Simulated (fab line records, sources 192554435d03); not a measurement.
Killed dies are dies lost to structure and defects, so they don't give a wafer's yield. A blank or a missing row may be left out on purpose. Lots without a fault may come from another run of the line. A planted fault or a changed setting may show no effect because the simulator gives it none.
Chamber matching | flow n5_finfet | N5_BEOL_M0_SAQP_SPACER2_ETCHBACK_27 on rie_diel-05: 4 sister chambers
The step etches SiO2 in CHF3/O2, target depth 22.5 nm, time 11.25 s. 4 wafers are shown with their chamber, then 7 later ones without.

WAFERS WITH THEIR CHAMBER
wafer  | chamber | drypump_motor_current_A (A)
L077.1 | 0       | 6.2
L080.4 | 3       | 5.6
L088.1 | 2       | 5.0
L088.2 | 1       | 5.7

WAFERS WITHOUT THEIR CHAMBER
wafer  | drypump_motor_current_A (A)
L088.5 | 5.7
L091.2 | 5.0
L091.3 | 6.1
L091.4 | 5.6
L097.1 | 6.2
L097.4 | 5.0
L097.5 | 5.6

WHICH CHAMBER EACH WENT THROUGH
wafer  | from the rows above | in truth
L088.5 | 1                   | 1
L091.2 | 2                   | 2
L091.3 | 0                   | 0
L091.4 | 3                   | 3
L097.1 | 0                   | 0
L097.4 | 2                   | 2
L097.5 | 3                   | 3
Placed correctly: 7 of 7. Can't be placed from these rows: 0. Placed wrongly: 0.
How it was worked out, from the rows above alone: a wafer's distance from a chamber is the root of the sum, over the readings, of the square of ((its reading less the chamber's mean) divided by the reading's scatter). The wafer belongs to the nearest chamber; if the next one is less than 2 further off, it can't be placed. A chamber's mean is the mean of its shown wafers. The scatter: with one shown wafer a chamber, the root of the mean of the squares of how far each hidden wafer lies from its nearest shown one.
